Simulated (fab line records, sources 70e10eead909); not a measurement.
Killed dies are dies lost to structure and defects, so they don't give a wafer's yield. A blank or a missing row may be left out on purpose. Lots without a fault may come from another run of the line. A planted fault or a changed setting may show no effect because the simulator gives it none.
Which tool did it? | flow nand_harc | 13 lots, 39 wafers sampled, at 6 steps of a route of 1159

WHAT THE GAUGES READ, wafer by wafer
NHARC_P_GATE_INSPECT_68.
lot  | measured     | on                | raw_defect_count
L354 | day 5 08:43  | defect_inspect-02 | 274 268 412
L355 | day 5 16:08  | defect_inspect-01 | 265 242 199
L356 | day 6 04:10  | defect_inspect-02 | 128 105 126
L357 | day 6 03:48  | defect_inspect-01 | 238 256 374
L358 | day 6 14:28  | defect_inspect-01 | 136 183 163
L359 | day 6 14:59  | defect_inspect-01 | 154 248 178
L363 | day 7 22:52  | defect_inspect-01 | 634 723 636
L366 | day 8 18:13  | defect_inspect-01 | 221 212 164
L369 | day 9 00:43  | defect_inspect-01 | 765 657 790
L370 | day 9 13:47  | defect_inspect-01 | 103 93 104
L371 | day 9 15:27  | defect_inspect-01 | 205 295 364
L372 | day 10 08:19 | defect_inspect-01 | 87 133 232
L377 | day 10 23:34 | defect_inspect-02 | 124 145 124

NHARC_P_CONTACT_CD_MEAS_19.
lot  | measured     | on        | cd_nm (nm)
L354 | day 5 11:58  | cd_sem-02 | 89.6 90.0 89.3
L355 | day 5 18:55  | cd_sem-03 | 88.9 89.3 89.6
L356 | day 6 07:04  | cd_sem-02 | 88.1 89.0 89.1
L357 | day 6 06:29  | cd_sem-01 | 91.9 91.5 90.2
L358 | day 6 17:08  | cd_sem-02 | 89.9 91.7 89.7
L359 | day 6 17:41  | cd_sem-03 | 90.3 90.4 91.6
L363 | day 8 02:02  | cd_sem-02 | 91.3 89.5 91.3
L366 | day 8 20:46  | cd_sem-01 | 90.4 89.8 90.3
L369 | day 9 03:25  | cd_sem-03 | 89.0 88.5 88.5
L370 | day 9 16:19  | cd_sem-03 | 89.2 89.5 89.7
L371 | day 9 17:59  | cd_sem-01 | 88.9 89.4 92.7
L372 | day 10 11:12 | cd_sem-03 | 91.4 90.4 90.4
L377 | day 11 02:31 | cd_sem-03 | 90.1 89.0 90.1

NHARC_END_SORT_01.
lot  | measured     | on        | killed_at_array | killed_at_other | killed_at_periphery | killed_dies | killed_open | killed_short
L363 | day 21 23:18 | prober-01 | 26 37 31        | 0 1 0           | 84 78 60            | 110 116 91  | 3 2 3       | 2 1 0
L369 | day 23 07:27 | prober-01 | 32 26 22        | 0 1 4           | 61 60 78            | 93 87 104   | 1 5 2       | 2 2 0

WHICH TOOL RAN EACH LOT (tool, then ch and the chambers of the sampled wafers, then the start)
lot  | NHARC_P_GATE_ALD_36               | NHARC_P_GATE_STRIP_96               | NHARC_P_CONTACT_ETCH_31
L354 | ald_sin-02 ch 0,1, day 4 15:47    | wet_bench-05 ch 3,4,5, day 5 07:08  | rie_diel-03 ch 0,1, day 5 11:58 or earlier
L355 | ald_sin-01 ch 0,1,3, day 4 22:41  | wet_bench-05 ch 2,3,7, day 5 14:31  | rie_diel-03 ch 0,2,3, day 5 18:55 or earlier
L356 | ald_sin-01 ch 1,3, day 5 11:02    | wet_bench-02 ch 2,3,4, day 6 02:34  | rie_diel-03 ch 0,1,2, day 6 07:04 or earlier
L357 | ald_sin-02 ch 1,2,3, day 5 13:28  | wet_bench-01 ch 0,2,4, day 6 02:12  | rie_diel-12 ch 0,1, day 6 06:29 or earlier
L358 | ald_sin-03 ch 0,2,3, day 5 21:10  | wet_bench-02 ch 1,3,7, day 6 12:47  | rie_diel-03 ch 0,1,3, day 6 17:08 or earlier
L359 | ald_sin-02 ch 0,1,3, day 5 22:51  | wet_bench-05 ch 1,4,5, day 6 13:22  | rie_diel-12 ch 0,1,2, day 6 17:41 or earlier
L363 | ald_sin-03 ch 0,2,3, day 7 07:49  | wet_bench-02 ch 2,3,7, day 7 21:14  | rie_diel-03 ch 1,2,3, day 8 02:02 or earlier
L366 | ald_sin-03 ch 0,1, day 8 00:44    | wet_bench-01 ch 0,2,4, day 8 16:35  | rie_diel-03 ch 0,1,3, day 8 20:46 or earlier
L369 | ald_sin-01 ch 0,1,3, day 8 08:57  | wet_bench-02 ch 1,2,3, day 8 23:08  | rie_diel-03 ch 0,1, day 9 03:25 or earlier
L370 | ald_sin-01 ch 2,3, day 8 21:32    | wet_bench-01 ch 1,4,7, day 9 11:54  | rie_diel-03 ch 0,3, day 9 16:19 or earlier
L371 | ald_sin-02 ch 0,1,3, day 8 21:39  | wet_bench-05 ch 2,3,4, day 9 13:50  | rie_diel-03 ch 0,1,3, day 9 17:59 or earlier
L372 | ald_sin-01 ch 0,2,3, day 9 17:11  | wet_bench-01 ch 1,2,3, day 10 05:56 | rie_diel-03 ch 0,1, day 10 11:12 or earlier
L377 | ald_sin-03 ch 0,2,3, day 10 08:36 | wet_bench-05 ch 0,3,4, day 10 21:57 | rie_diel-03 ch 0,1,3, day 11 02:31 or earlier
- NHARC_P_GATE_ALD_36: deposits SiNx, target thk 20 nm, pulse time 60 s, ald cycles 223.
- NHARC_P_GATE_STRIP_96: strips in SPM, time 900 s.
- NHARC_P_CONTACT_ETCH_31: etches the open film in CH3F/O2, target depth 30 nm, time 85.7 s.

WHAT THE TOOLS THEMSELVES READ (means of the sampled wafers that have a number; where no wafer has one, the mark that the record gives instead)
NHARC_P_GATE_ALD_36.
lot  | tool       | heater_power_w (W) | precursor_pulse_height_rel
L354 | ald_sin-02 | 734                | 0.997
L355 | ald_sin-01 | 817                | 0.982
L356 | ald_sin-01 | 822                | 0.991
L357 | ald_sin-02 | 823                | 1.006
L358 | ald_sin-03 | 829                | 1.011
L359 | ald_sin-02 | 738                | 0.999
L363 | ald_sin-03 | 833                | 1.015
L366 | ald_sin-03 | 753                | 0.997
L369 | ald_sin-01 | 846                | 1.007
L370 | ald_sin-01 | 839                | 1.026
L371 | ald_sin-02 | 746                | 1.016
L372 | ald_sin-01 | 847                | 0.987
L377 | ald_sin-03 | 849                | 1.002

NHARC_P_CONTACT_ETCH_31.
lot  | tool        | drypump_motor_current_A (A) | oes_product_au (a.u.) | rf_vpp_V (V) | showerhead_plenum_p_Torr (Torr) | throttle_valve_pct (%)
L354 | rie_diel-03 | 4.7                         | 0.988                 | 245.3        | 2.52                            | 20.665
L355 | rie_diel-03 | 5.4                         | 0.985                 | 243.4        | 2.38                            | 20.662
L356 | rie_diel-03 | 5.1                         | 0.988                 | 244.8        | 2.44                            | 20.665
L357 | rie_diel-12 | 5.4                         | 0.980                 | 245.4        | 2.54                            | 20.667
L358 | rie_diel-03 | 5.0                         | 0.982                 | 243.7        | 2.44                            | 20.667
L359 | rie_diel-12 | 5.5                         | 0.987                 | 245.4        | 2.52                            | 20.666
L363 | rie_diel-03 | 5.3                         | 0.932                 | 243.2        | 2.35                            | 20.665
L366 | rie_diel-03 | 5.0                         | 0.988                 | 243.6        | 2.44                            | 20.664
L369 | rie_diel-03 | 4.7                         | 0.955                 | 245.1        | 2.49                            | 20.663
L370 | rie_diel-03 | 5.3                         | 0.982                 | 243.7        | 2.38                            | 20.660
L371 | rie_diel-03 | 5.0                         | 0.984                 | 244.1        | 2.44                            | 20.667
L372 | rie_diel-03 | 4.7                         | 0.987                 | 245.3        | 2.49                            | 20.663
L377 | rie_diel-03 | 5.0                         | 0.976                 | 242.8        | 2.44                            | 20.667

THE ANSWER, worked out from the rows above alone
Rule: what is usual is taken from the lots themselves. Put in order of their means at a reading, lots are off if they are a third of the lots or fewer, leave a main group of 4 or more, and stand apart from it by a gap of 3 or more times the standard deviation of the main group's means; of several such gaps the widest counts. A main group whose means are all the same, to the digits that the tables above print for the reading, isn't used. A lot without any number at a reading at which 4 lots or more have one is off too. The other lots that the step has rows for count as sound. The gauges are gone through in route order, then the tools' own readings, and for those a lot's mean is taken as printed above. The first step at which some lot is off is used, and at that step the reading that is off furthest; a lot without a number counts as furthest.
Off: L363, L369, at NHARC_P_GATE_INSPECT_68 (raw_defect_count). The main group: mean 199, standard deviation 71.
A tool fits if, at a process step before that reading, it ran every lot that is off, and no sound lot after the first of them. The gauges at NHARC_P_GATE_INSPECT_68 aren't tried: what is off there is off at NHARC_P_CONTACT_ETCH_31 too, on other tools, and a gauge's error can't cause that. One fits: wet_bench-02 at NHARC_P_GATE_STRIP_96. Its last sound lot is L358 (day 6 12:47), its first lot that is off L363 (day 7 21:14): a fault that began between those two fits.

WHAT THE SIMULATOR HAD PUT IN
Chamber particle source: wet_bench-02, from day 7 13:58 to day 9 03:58, at NHARC_P_GATE_STRIP_96. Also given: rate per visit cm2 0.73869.
Lots struck among those shown: L363, L369. The rule above found the same.
